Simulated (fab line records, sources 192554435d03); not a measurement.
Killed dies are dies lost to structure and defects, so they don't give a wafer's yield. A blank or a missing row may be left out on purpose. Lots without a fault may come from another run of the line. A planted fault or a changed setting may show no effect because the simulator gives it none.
Chamber matching | flow n5_finfet | N5_BEOL_M0_SAQP_PECVD_97 on pecvd-02: 3 sister chambers
The step deposits SiNx from SiH4/NH3/N2, target thk 23 nm, time 19.9 s. 6 wafers are shown with their chamber, then 7 later ones without.

WAFERS WITH THEIR CHAMBER
wafer  | chamber | throttle_valve_pct (%) | showerhead_plenum_p_Torr (Torr)
L083.6 | 2       | 36.3                   | 5.15
L085.4 | 2       | 36.3                   | 5.16
L085.5 | 0       | 38.6                   | 5.15
L085.6 | 1       | 37.7                   | 5.22
L088.1 | 1       | 37.8                   | 5.21
L088.2 | 0       | 38.8                   | 5.16

WAFERS WITHOUT THEIR CHAMBER
wafer  | throttle_valve_pct (%) | showerhead_plenum_p_Torr (Torr)
L088.3 | 36.2                   | 5.15
L089.1 | 38.0                   | 5.19
L089.3 | 36.4                   | 5.16
L089.4 | 37.8                   | 5.21
L090.2 | 39.0                   | 5.16
L090.3 | 36.3                   | 5.15
L090.5 | 36.6                   | 5.15

WHICH CHAMBER EACH WENT THROUGH
wafer  | from the rows above | in truth
L088.3 | 2                   | 2
L089.1 | 1                   | 1
L089.3 | 2                   | 2
L089.4 | 1                   | 1
L090.2 | 0                   | 0
L090.3 | 2                   | 2
L090.5 | 2                   | 2
Placed correctly: 7 of 7. Can't be placed from these rows: 0. Placed wrongly: 0.
How it was worked out, from the rows above alone: a wafer's distance from a chamber is the root of the sum, over the readings, of the square of ((its reading less the chamber's mean) divided by the reading's scatter). The wafer belongs to the nearest chamber; if the next one is less than 2 further off, it can't be placed. A chamber's mean is the mean of its shown wafers. The scatter: the root of (the sum of the squares of (reading less its chamber's mean) over the shown wafers, divided by (wafers less chambers)).
